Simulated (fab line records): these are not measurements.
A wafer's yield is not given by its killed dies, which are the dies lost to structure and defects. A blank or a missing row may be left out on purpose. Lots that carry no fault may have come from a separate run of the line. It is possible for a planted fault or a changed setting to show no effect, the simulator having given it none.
Matching of chambers | flow n5 finfet | 3 sister chambers for N5_BEOL_M4_CO_CAP_55 on cvd co-01
The step material Co, precursor CCTBA/H2, target thk 2 nm, time 102.1 s. 5 wafers are shown with their chamber, then 12 later ones without.

== WAFERS WITH THEIR CHAMBER ==
wafer  | chamber | heater power w (W)
L075.4 | 2       | 223
L092.1 | 0       | 231
L093.1 | 0       | 233
L093.3 | 1       | 242
L093.5 | 1       | 243

== WAFERS WITH NO CHAMBER GIVEN ==
wafer  | heater power w (W)
L094.1 | 229
L094.3 | 241
L094.4 | 232
L095.3 | 230
L095.4 | 244
L095.6 | 245
L096.2 | 231
L096.4 | 235
L096.6 | 238
L097.3 | 246
L097.5 | 236
L097.6 | 241

== EACH ONE'S CHAMBER ==
wafer  | from the rows above     | in truth
L094.1 | 0                       | 0
L094.3 | 1                       | 1
L094.4 | 0                       | 0
L095.3 | 0                       | 0
L095.4 | 1                       | 1
L095.6 | 1                       | 1
L096.2 | 0                       | 0
L096.4 | 0                       | 0
L096.6 | can't be placed: 1 or 0 | 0
L097.3 | 1                       | 1
L097.5 | 0                       | 0
L097.6 | 1                       | 1
Placed correctly: 11 of 12. Unplaceable from these rows: 1, with the true chamber sitting among the candidates in 1. 0 placed wrongly.
How it was worked out, from the rows above alone: a wafer's distance from a chamber is the root of the sum, over the readings, of the square of ((its reading less the chamber's mean) divided by the reading's scatter). The wafer belongs to the nearest chamber; if the next one is less than 2 further off, it can't be placed. A chamber's mean is the mean of its shown wafers. The scatter: the root of (the sum of the squares of (reading less its chamber's mean) over the shown wafers, divided by (wafers less chambers)).
